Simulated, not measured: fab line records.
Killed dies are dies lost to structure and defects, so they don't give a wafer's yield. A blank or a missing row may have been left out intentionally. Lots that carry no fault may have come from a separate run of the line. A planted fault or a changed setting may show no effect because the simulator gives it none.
fab line records -- flow n5_finfet
record lots=6, wafers=18, last_day=17
route steps=1938 shown DUMMY_GATE@238 BEOL_M4@1111 PASSIVATION@1936
lots that met no fault: from a run of the same line without faults
start_h: hours from the record's first day to the start of the lot's first wafer shown -- wait_h: how many hours have passed since the lot's step before this one -- " as in the row above -- L1.1+2: one row covering several wafers at once -- - value missing, or start not given -- * or withheld: withheld -- < > ~ a bound
route shown NAME@n: a module of which the file shows steps, and the number in the route of the first -- usual: the fault-free wafers' mean and standard deviation -- same: alike in all rows -- chamber/n: place in a boat -- sites: per-site readings -- _std_site: the values' standard deviation -- _edge_site: the outer-site mean with the inner-site mean subtracted -- radius_mm: for every site, how far away it sits from the centre of the wafer -- mask NAME#n: copy n -- behind: the last tool/chamber to shape the wafer -- hold: the reason the lot was held/the length of the hold in hours/how it ended -- device: which transistor (n, p or np) failed to switch -- end of line: the route-end tests of the same wafers -- a step given without rows: its recipe and nothing more -- killed: not the wafer's yield, but the dies lost to structure and defects at the first sort -- map: per-die view of a wafer (x killed, . not killed, _ where there is no die)
set.NAME: the setting that was run; set.NAME@STEP: the one run at that earlier step -- model.NAME: the simulator's own value behind a step, which no gauge read
certain route steps with their lots: each step a table, each wafer a row
services: from which hour (start_h, from the record's first day; less than 0 if before it) a tool's chamber was out of use, for how many hours, and why
## steps
# step N5_DUMMY_GATE_STRIP_38
# recipe chemistry=N2/H2, temp_c=40, n2_flow_sccm=200, h2_flow_sccm=200, rf_frequency_hz=6e+07
# step N5_DUMMY_GATE_STRIP_39
# recipe chemistry=N2/H2, temp_c=40, n2_flow_sccm=200, h2_flow_sccm=200, rf_frequency_hz=6e+07
# step N5_DUMMY_GATE_TRIM_49
# recipe chemistry=O2, resist=SOC, time_s=29, target_cd_nm=14, source_power_w=300, bias_power_w=0, O2_flow_sccm=100, temp_c=20
# step N5_DUMMY_GATE_STRIP_40
# recipe chemistry=CF4, resist=SiARC, power_w=300, bias_power_w=75, pressure_mtorr=50, cf4_flow_sccm=150, rf_frequency_hz=6e+07
# usual drypump_motor_current_A=5.6/0.32, oes_product_au=0.77/0.05, rf_vpp_V=270.0/1.8, showerhead_plenum_p_Torr=1.74/0.067, throttle_valve_pct=13.47/0.22
lot.wafer,tool,chamber,start_h,wait_h,drypump_motor_current_A,oes_product_au,rf_hours_counter_h,rf_vpp_V,showerhead_plenum_p_Torr,throttle_valve_pct
L315.1,rie_diel-04,0,94.10,0.3,5.2,0.70,211,271.0,1.77,13.57
L315.5,rie_diel-04,2,94.10,0.3,5.8,0.78,-,268.3,1.66,13.42
L315.6,rie_diel-04,1,94.10,0.3,5.1,0.73,-,267.3,1.72,13.86
L317.2,rie_diel-03,3,108.46,0.2,5.3,0.72,180,269.2,1.72,13.69
L317.3,rie_diel-03,2,108.46,0.2,5.4,0.79,112,265.4,1.67,13.36
L317.4,rie_diel-03,1,108.46,0.2,6.1,0.91,20,270.7,1.76,13.26
L320.1,rie_diel-03,2,129.20,0.2,5.4,0.79,118,267.6,1.66,13.38
L320.3,rie_diel-03,0,129.20,0.2,5.5,0.77,122,268.2,1.67,13.60
L320.6,rie_diel-03,3,129.20,0.2,5.3,0.72,-,270.8,1.72,13.72
L324.1,rie_diel-01,0,151.65,0.2,5.7,0.81,76,273.8,1.82,13.21
L324.3,rie_diel-01,2,151.65,0.2,5.7,0.79,109,270.6,1.80,13.27
L324.4,rie_diel-01,3,151.65,0.2,5.5,0.76,135,268.7,1.67,13.73
L326.2,rie_diel-03,3,163.75,0.1,5.3,0.72,197,269.1,1.72,13.72
L326.4,rie_diel-03,0,163.75,0.1,5.4,0.77,133,269.9,1.67,13.65
L326.5,rie_diel-03,0,163.75,0.1,5.4,0.77,-,268.8,1.67,13.63
L330.1,rie_diel-04,2,184.44,0.1,5.8,0.75,141,267.3,1.66,13.49
L330.2,rie_diel-04,3,184.44,0.1,6.0,0.77,126,269.2,1.74,13.35
L330.3,rie_diel-04,1,184.44,0.1,5.1,0.71,216,271.0,1.71,13.91
# step N5_DUMMY_GATE_CD_MEAS_50
# recipe target_cd_nm=14
# usual cd_nm=14.0/0.31
lot.wafer,tool,chamber,start_h,wait_h,cd_nm
L315.1,cd_sem-02,-,94.15,0.0,14.0
L315.5,cd_sem-02,-,94.15,0.0,14.1
L315.6,cd_sem-02,-,94.15,0.0,14.4
L317.2,cd_sem-01,-,108.51,0.0,14.0
L317.3,cd_sem-01,-,108.51,0.0,14.5
L317.4,cd_sem-01,-,108.51,0.0,13.8
L320.1,cd_sem-02,-,129.25,0.0,13.9
L320.3,cd_sem-02,-,129.25,0.0,13.7
L320.6,cd_sem-02,-,129.25,0.0,14.2
L324.1,cd_sem-03,-,151.70,0.0,14.0
L324.3,cd_sem-03,-,151.70,0.0,14.4
L324.4,cd_sem-03,-,151.70,0.0,13.9
L326.2,cd_sem-02,-,163.80,0.0,13.8
L326.4,cd_sem-02,-,163.80,0.0,13.8
L326.5,cd_sem-02,-,163.80,0.0,14.2
L330.1,cd_sem-02,-,184.49,0.0,14.5
L330.2,cd_sem-02,-,184.49,0.0,13.5
L330.3,cd_sem-02,-,184.49,0.0,14.4
# step N5_DUMMY_GATE_ETCH_31
# recipe chemistry=C4F6/O2, target=SiO2, mask_material=SOC, target_depth_a=825, time_s=27.5, ion_energy_ev=250, pressure_mtorr=30, source_w=345, bias_w=185, Ar_flow_sccm=300, C4F6_flow_sccm=10, O2_flow_sccm=10
# usual drypump_motor_current_A=5.6/0.32, oes_product_au=0.78/0.058, rf_vpp_V=662/8.4, showerhead_plenum_p_Torr=2.76/0.1, throttle_valve_pct=21.03/0.21
lot.wafer,tool,chamber,start_h,wait_h,drypump_motor_current_A,oes_product_au,rf_hours_counter_h,rf_vpp_V,showerhead_plenum_p_Torr,throttle_valve_pct
L315.1,rie_diel-01,3,94.24,0.1,5.5,0.78,118,660,2.66,21.31
L315.5,rie_diel-01,3,94.24,0.1,5.5,0.78,-,661,2.66,21.32
L315.6,rie_diel-01,0,94.24,0.1,5.7,0.85,-,657,2.90,20.79
L317.2,rie_diel-01,3,108.58,0.1,5.5,0.79,122,662,2.65,21.32
L317.3,rie_diel-01,2,108.58,0.1,5.7,0.82,95,670,2.86,20.73
L317.4,rie_diel-01,1,108.58,0.1,6.0,0.75,152,669,2.96,20.90
L320.1,rie_diel-04,2,129.30,0.0,5.8,0.76,126,658,2.65,21.07
L320.3,rie_diel-04,3,129.30,0.0,6.0,0.78,110,676,2.75,20.83
L320.6,rie_diel-04,0,129.30,0.0,5.2,0.69,-,656,2.80,21.01
L324.1,rie_diel-03,2,151.77,0.1,5.4,0.78,125,648,2.65,21.03
L324.3,rie_diel-03,3,151.77,0.1,5.3,0.73,194,656,2.72,21.24
L324.4,rie_diel-03,0,151.77,0.1,5.4,0.78,130,666,2.64,21.19
L326.2,rie_diel-01,2,163.85,0.0,5.8,0.80,113,670,2.86,20.77
L326.4,rie_diel-01,2,163.85,0.0,5.7,0.81,-,670,2.86,20.73
L326.5,rie_diel-01,3,163.85,0.0,5.5,0.77,-,662,2.65,21.34
L330.1,rie_diel-03,1,184.54,0.0,6.1,0.88,43,650,2.77,20.91
L330.2,rie_diel-03,2,184.54,0.0,5.4,0.76,136,650,2.65,21.05
L330.3,rie_diel-03,3,184.54,0.0,5.3,0.71,204,654,2.71,21.23
# step N5_DUMMY_GATE_STRIP_41
# recipe chemistry=O2, power_w=400, temp_c=40, pressure_mtorr=30, rf_frequency_hz=6e+07, bias_power_w=0, overash_fraction=0.3, o2_flow_sccm=225
# step N5_DUMMY_GATE_HM_OPEN_21
# recipe chemistry=CH3F/O2, target=SiNx, target_depth_a=1200, Ar_flow_sccm=150, CH3F_flow_sccm=30, O2_flow_sccm=23, time_s=171.4, pressure_mtorr=30, source_w=395, bias_w=73, ion_energy_ev=120.7
# usual drypump_motor_current_A=5.6/0.32, oes_product_au=0.78/0.059, rf_vpp_V=298/3.7, showerhead_plenum_p_Torr=1.95/0.077, throttle_valve_pct=16.34/0.21
lot.wafer,tool,chamber,start_h,wait_h,drypump_motor_current_A,oes_product_au,rf_hours_counter_h,rf_vpp_V,showerhead_plenum_p_Torr,throttle_valve_pct
L315.1,rie_diel-01,3,94.32,0.0,5.5,0.78,118,298,1.88,16.60
L315.5,rie_diel-01,3,94.32,0.0,5.5,0.79,-,296,1.88,16.59
L315.6,rie_diel-01,0,94.32,0.0,5.7,0.85,-,297,2.06,16.06
L317.2,rie_diel-01,3,108.67,0.0,5.5,0.78,122,297,1.88,16.60
L317.3,rie_diel-01,2,108.67,0.0,5.8,0.81,95,301,2.03,16.09
L317.4,rie_diel-01,1,108.67,0.0,6.0,0.74,152,301,2.11,16.22
L320.1,rie_diel-04,2,129.39,0.0,5.8,0.76,126,296,1.87,16.35
L320.3,rie_diel-04,3,129.39,0.0,6.0,0.80,110,305,1.95,16.15
L320.6,rie_diel-04,0,129.39,0.0,5.2,0.69,-,295,1.99,16.38
L324.1,rie_diel-03,2,151.85,0.0,5.4,0.78,125,293,1.88,16.31
L324.3,rie_diel-03,3,151.85,0.0,5.3,0.72,194,295,1.92,16.58
L324.4,rie_diel-03,0,151.85,0.0,5.5,0.77,130,299,1.87,16.49
L326.2,rie_diel-01,2,163.93,0.0,5.8,0.79,113,303,2.03,16.11
L326.4,rie_diel-01,2,163.93,0.0,5.8,0.79,-,301,2.03,16.13
L326.5,rie_diel-01,3,163.93,0.0,5.5,0.76,-,296,1.87,16.63
L330.1,rie_diel-03,1,184.62,0.0,6.1,0.87,43,294,1.97,16.19
L330.2,rie_diel-03,2,184.62,0.0,5.4,0.76,136,292,1.87,16.34
L330.3,rie_diel-03,3,184.62,0.0,5.3,0.71,204,294,1.92,16.59
# step N5_DUMMY_GATE_ETCH_32
# recipe chemistry=CF4, target=SiO2, target_depth_a=35, time_s=3.9, ion_energy_ev=350, pressure_mtorr=10, icp_w=800, bias_w=400, cf4_flow_sccm=80
# step N5_DUMMY_GATE_ETCH_23
# recipe chemistry=HBr/Cl2/O2, HBr_flow_sccm=150, Cl2_flow_sccm=80, O2_flow_sccm=12, bias_w=102, target_depth_a=410, time_s=22.3, target=poly-Si, mask_material=SiO2, pressure_mtorr=10, icp_w=800
# usual drypump_motor_current_A=5.7/0.45, oes_product_au=0.999/0.013, throttle_valve_pct=37.06/0.26
lot.wafer,tool,chamber,start_h,wait_h,drypump_motor_current_A,oes_product_au,rf_hours_counter_h,throttle_valve_pct
L315.1,rie_si-03,1,94.52,0.0,6.5,1.011,9,37.56
L315.5,rie_si-03,1,94.52,0.0,6.4,1.016,-,37.57
L315.6,rie_si-03,2,94.52,0.0,5.1,0.999,-,37.19
L317.2,rie_si-03,1,108.86,0.0,6.5,1.008,9,37.56
L317.3,rie_si-03,2,108.86,0.0,5.1,0.994,156,37.18
L317.4,rie_si-03,3,108.86,0.0,5.8,0.996,69,36.82
L320.1,rie_si-06,0,129.58,0.0,6.2,0.984,131,36.82
L320.3,rie_si-06,3,129.58,0.0,6.3,0.999,47,37.19
L320.6,rie_si-06,0,129.58,0.0,6.2,0.983,-,36.84
L324.1,rie_si-03,3,152.04,0.0,5.9,0.991,70,36.81
L324.3,rie_si-03,0,152.04,0.0,5.5,1.001,113,36.60
L324.4,rie_si-03,2,152.04,0.0,5.1,0.994,157,37.19
L326.2,rie_si-03,1,164.12,0.0,6.4,0.992,10,37.58
L326.4,rie_si-03,3,164.12,0.0,5.8,0.982,70,36.84
L326.5,rie_si-03,3,164.12,0.0,5.8,0.986,-,36.82
L330.1,rie_si-04,2,184.82,0.0,5.8,1.000,97,37.17
L330.2,rie_si-04,1,184.82,0.0,5.5,1.015,161,37.42
L330.3,rie_si-04,3,184.82,0.0,5.3,1.026,170,37.07
# step N5_DUMMY_GATE_ETCH_44
# recipe chemistry=HBr/O2, over_etch_frac=0.7, target_depth_a=1275, stop_on=SiO2, ion_energy_ev=60, bias_w=20, target=poly-Si, mask_material=SiO2, pressure_mtorr=20, icp_w=400, HBr_flow_sccm=120, O2_flow_sccm=10
# usual drypump_motor_current_A=5.7/0.45, oes_product_au=0.727/0.011, throttle_valve_pct=18.40/0.2
lot.wafer,tool,chamber,start_h,wait_h,drypump_motor_current_A,oes_product_au,rf_hours_counter_h,throttle_valve_pct
L315.1,rie_si-03,1,94.57,0.0,6.5,0.725,9,18.75
L315.5,rie_si-03,1,94.57,0.0,6.5,0.741,-,18.74
L315.6,rie_si-03,2,94.57,0.0,5.1,0.735,-,18.56
L317.2,rie_si-03,1,108.92,0.0,6.4,0.731,9,18.74
L317.3,rie_si-03,2,108.92,0.0,5.1,0.737,156,18.55
L317.4,rie_si-03,3,108.92,0.0,5.9,0.717,69,18.23
L320.1,rie_si-06,0,129.64,0.0,6.2,0.712,131,18.19
L320.3,rie_si-06,3,129.64,0.0,6.3,0.738,47,18.56
L320.6,rie_si-06,0,129.64,0.0,6.2,0.724,-,18.17
L324.1,rie_si-03,3,152.10,0.0,5.8,0.727,70,18.22
L324.3,rie_si-03,0,152.10,0.0,5.5,0.725,113,18.05
L324.4,rie_si-03,2,152.10,0.0,5.1,0.715,157,18.55
L326.2,rie_si-03,1,164.18,0.0,6.5,0.737,10,18.75
L326.4,rie_si-03,3,164.18,0.0,5.8,0.713,70,18.21
L326.5,rie_si-03,3,164.18,0.0,5.9,0.718,-,18.22
L330.1,rie_si-04,2,184.87,0.0,5.8,0.728,97,18.41
L330.2,rie_si-04,1,184.87,0.0,5.5,0.737,161,18.66
L330.3,rie_si-04,3,184.87,0.0,5.3,0.744,170,18.28
# step N5_DUMMY_GATE_CD_MEAS_24
# recipe target_cd_nm=15
# usual cd_nm=14.98/0.27
lot.wafer,tool,chamber,start_h,wait_h,cd_nm
L315.1,cd_sem-03,-,94.68,0.1,14.97
L315.5,cd_sem-03,-,94.68,0.1,15.33
L315.6,cd_sem-03,-,94.68,0.1,15.47
L317.2,cd_sem-03,-,109.03,0.1,15.32
L317.3,cd_sem-03,-,109.03,0.1,15.33
L317.4,cd_sem-03,-,109.03,0.1,15.17
L320.1,cd_sem-02,-,129.75,0.1,14.97
L320.3,cd_sem-02,-,129.75,0.1,14.79
L320.6,cd_sem-02,-,129.75,0.1,15.06
L324.1,cd_sem-03,-,152.21,0.1,15.06
L324.3,cd_sem-03,-,152.21,0.1,14.88
L324.4,cd_sem-03,-,152.21,0.1,14.62
L326.2,cd_sem-02,-,164.29,0.1,14.84
L326.4,cd_sem-02,-,164.29,0.1,14.66
L326.5,cd_sem-02,-,164.29,0.1,14.89
L330.1,cd_sem-03,-,184.98,0.1,15.62
L330.2,cd_sem-03,-,184.98,0.1,15.03
L330.3,cd_sem-03,-,184.98,0.1,14.95
# step N5_DUMMY_GATE_ETCH_42
# recipe chemistry=CHF3/O2, target=SiO2, target_depth_a=35, time_s=31, ion_energy_ev=30, bias_w=12, pressure_mtorr=30, source_w=600, Ar_flow_sccm=200, CHF3_flow_sccm=50, O2_flow_sccm=5
# usual drypump_motor_current_A=5.6/0.3, oes_product_au=0.78/0.049, rf_vpp_V=42.3/0.9, showerhead_plenum_p_Torr=2.35/0.093, throttle_valve_pct=18.66/0.21
lot.wafer,tool,chamber,start_h,wait_h,drypump_motor_current_A,oes_product_au,rf_hours_counter_h,rf_vpp_V,showerhead_plenum_p_Torr,throttle_valve_pct,model.etch.depth_nm
L315.1,rie_diel-01,1,94.73,0.0,5.9,0.75,147,42.8,2.51,18.52,3.458
L315.5,rie_diel-01,3,94.73,0.0,5.5,0.79,-,41.5,2.25,18.92,3.52
L315.6,rie_diel-01,0,94.73,0.0,5.7,0.86,-,43.4,2.45,18.38,3.607
L317.2,rie_diel-01,3,109.07,0.0,5.5,0.71,122,40.9,2.24,18.93,3.001
L317.3,rie_diel-01,1,109.07,0.0,6.0,0.75,152,43.2,2.51,18.54,3.477
L317.4,rie_diel-01,0,109.07,0.0,5.7,0.84,62,41.8,2.45,18.41,3.579
L320.1,rie_diel-01,0,130.03,0.3,5.7,0.84,68,44.3,2.45,18.40,3.551
L320.3,rie_diel-01,3,130.03,0.3,5.6,0.71,128,42.8,2.24,18.93,2.986
L320.6,rie_diel-01,0,130.03,0.3,5.7,0.84,-,41.5,2.45,18.41,3.563
L324.1,rie_diel-03,3,152.32,0.1,5.3,0.72,194,42.6,2.30,18.86,3.493
L324.3,rie_diel-03,0,152.32,0.1,5.4,0.77,130,40.6,2.23,18.80,3.482
L324.4,rie_diel-03,1,152.32,0.1,6.1,0.90,34,40.9,2.35,18.49,3.547
L326.2,rie_diel-04,2,164.34,0.0,5.8,0.76,135,42.9,2.24,18.70,3.465
L326.4,rie_diel-04,2,164.34,0.0,5.8,0.76,-,41.1,2.24,18.71,3.453
L326.5,rie_diel-04,1,164.34,0.0,5.1,0.71,-,42.9,2.29,19.07,3.419
L330.1,rie_diel-03,2,185.03,0.0,5.4,0.76,136,41.3,2.24,18.65,3.412
L330.2,rie_diel-03,0,185.03,0.0,5.4,0.76,139,40.7,2.23,18.83,3.445
L330.3,rie_diel-03,3,185.03,0.0,5.3,0.71,204,41.8,2.30,18.90,3.419
# step N5_DUMMY_GATE_STRIP_48
# recipe chemistry=N2/H2, time_s=20, power_w=100, temp_c=40, pressure_mtorr=100, rf_frequency_hz=6e+07, bias_power_w=3, n2_flow_sccm=300, h2_flow_sccm=300
# step N5_BEOL_M4_RC_MEAS_101
# usual DIBL_N=36.1/1.3, DIBL_P=36.3/1.4, IOFF_N=0.162/0.024, IOFF_P=0.22/0.033, ION_N=674/9.9, ION_P=464/7.6, SS_N=71.6/0.53, SS_P=73.4/0.55, VT_N=249.4/2.9, VT_P=-249/3.3
lot.wafer,tool,chamber,start_h,wait_h,DIBL_N[mV/V],DIBL_P[mV/V],IOFF_N[nA/um],IOFF_P[nA/um],ION_N[uA/um],ION_P[uA/um],SS_N[mV/dec],SS_P[mV/dec],VT_N[mV],VT_P[mV]
L315.1,prober-01,0,217.99,1.0,36.2,35.5,0.165,0.22,682,469,71.8,73.3,248.7,-251
L315.5,prober-01,0,217.99,1.0,35.1,34.5,0.146,0.22,672,464,70.5,73.6,247.9,-251
L315.6,prober-01,0,217.99,1.0,34.0,31.8,0.119,0.17,653,458,70.7,73.1,251.6,-254
L317.2,prober-02,0,220.15,0.2,34.4,35.1,0.156,0.19,683,461,70.5,73.3,249.4,-253
L317.3,prober-02,0,220.15,0.2,34.1,35.2,0.156,0.19,675,458,71.0,72.9,247.8,-252
L317.4,prober-02,0,220.15,0.2,34.4,35.0,0.154,0.18,673,457,71.1,73.1,248.1,-252
L320.1,prober-01,0,244.39,0.0,37.3,37.9,0.195,0.29,691,474,71.4,73.9,248.2,-243
L320.3,prober-01,0,244.39,0.0,37.5,37.9,0.207,0.28,678,466,72.5,73.9,245.2,-245
L320.6,prober-01,0,244.39,0.0,36.4,38.7,0.196,0.30,685,479,71.8,74.1,244.6,-242
L324.1,prober-02,0,263.69,0.0,34.7,35.7,0.148,0.20,669,463,71.8,73.2,247.8,-251
L324.3,prober-02,0,263.69,0.0,35.3,36.0,0.148,0.22,654,453,72.0,73.9,250.3,-248
L324.4,prober-02,0,263.69,0.0,35.8,37.2,0.163,0.23,681,463,71.5,74.0,250.4,-252
L326.2,prober-01,0,278.33,0.2,36.6,37.5,0.183,0.21,677,454,72.0,73.8,247.0,-250
L326.4,prober-01,0,278.33,0.2,35.4,35.7,0.156,0.19,670,456,71.4,73.2,250.5,-251
L326.5,prober-01,0,278.33,0.2,35.5,35.4,0.155,0.18,664,449,71.4,72.7,250.4,-253
L330.1,prober-01,0,296.55,0.0,33.6,33.1,0.115,0.16,665,459,70.3,73.1,253.6,-253
L330.2,prober-01,0,296.55,0.0,35.7,35.7,0.151,0.20,678,466,71.5,73.4,251.3,-249
L330.3,prober-01,0,296.55,0.0,34.9,35.3,0.137,0.19,663,459,70.6,73.3,252.7,-253
# step N5_PASSIVATION_PROBE_49
# usual defect_limited_yield=91.1/1.5, killed_at_M0_to_M3=36/11, killed_at_M4_up=13/5, killed_at_contacts=13/5, killed_at_front_end=40/12, killed_at_other=3.3/2.3, killed_dies=106/17, killed_open=70/13, killed_short=34/7.6, sort_bin_5_function=5.3/0.96, sort_bin_6_memory=3.3/0.66, sort_n_pass=1074/17, sort_yield_pct=91.1/1.5
# same gross_dies=1180, killed_at_back_side=0, sort_bin_4_leakage[%]=0, sort_bin_8_speed[%]=0
lot.wafer,tool,chamber,start_h,wait_h,defect_limited_yield[%],killed_at_M0_to_M3,killed_at_M4_up,killed_at_contacts,killed_at_front_end,killed_at_other,killed_dies,killed_open,killed_short,sort_bin_5_function[%],sort_bin_6_memory[%],sort_n_pass,sort_yield_pct[%]
L320.1,prober-02,-,346.69,0.0,89.5,28,19,12,59,6,124,75,42,6.2,3.4,1056,89.5
L320.3,prober-02,-,346.79,0.1,91.2,28,9,8,54,5,104,78,26,4.7,3.8,1076,91.2
L320.6,prober-02,-,346.94,0.3,90.5,25,14,11,60,2,112,79,33,5.7,3.6,1068,90.5
# killed by level:class
L320.1 FIN_SAQP:geometric_particle:open=18 GATE_CUT:geometric_particle:short=10 FIN_SAQP:geometric_particle:short=8 STI_FIN_REVEAL:geometric_particle:open=7 MOL_CONTACT_COAG:geometric_particle:open=7 BEOL_M0_SAQP:geometric_particle:short=7 BEOL_M0_SAQP:geometric_particle:open=7 BEOL_M4:geometric_particle:open=7
L320.3 FIN_SAQP:geometric_particle:open=22 STI_FIN_REVEAL:geometric_particle:open=9 BEOL_M2:geometric_particle:open=7 MOL_CONTACT_COAG:geometric_particle:open=6 BEOL_M0_SAQP:geometric_particle:open=5 BEOL_M0_SAQP:geometric_particle:short=5 BEOL_M4:geometric_particle:open=5 STARTING-WAFER:geometric_particle:short=5
L320.6 FIN_SAQP:geometric_particle:open=28 BEOL_M2:geometric_particle:open=10 BEOL_M0_SAQP:geometric_particle:short=9 MOL_CONTACT_COAG:geometric_particle:open=8 FIN_SAQP:geometric_particle:short=7 STI_FIN_REVEAL:geometric_particle:open=5 DUMMY_GATE:geometric_particle:open=4 BEOL_M5:geometric_particle:open=4
## services
tool,chamber,start_h,hours,kind
rie_diel-01,2,91.81,7.0,repair
rie_si-03,1,97.65,2.1,repair
rie_si-06,1,129.23,-,clean
rie_si-06,1,129.23,12.4,scheduled_down
rie_si-06,1,129.23,12.4,vent_cycle
rie_diel-01,3,135.21,3.0,repair
rie_diel-04,0,154.84,11.5,repair
rie_si-06,3,159.13,7.4,repair
rie_diel-01,0,159.53,26.5,repair
rie_diel-01,-,181.01,0.5,repair
rie_si-03,-,183.79,1.5,repair
## key
first_sign none at tools or gauges
model_effect step=N5_DUMMY_GATE_ETCH_42, value=etch.depth_nm, without=3.478, struck=2.994
met_at N5_DUMMY_GATE_ETCH_42
struck_wafers L317.2,L320.3
onset_between 94.73 109.07
fault kind=process_parameter_drift, tool=rie_diel-01, chamber=3, onset_h=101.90, steps=N5_DUMMY_GATE_ETCH_42, channel=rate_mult, offset=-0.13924, shape=step, end_h=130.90
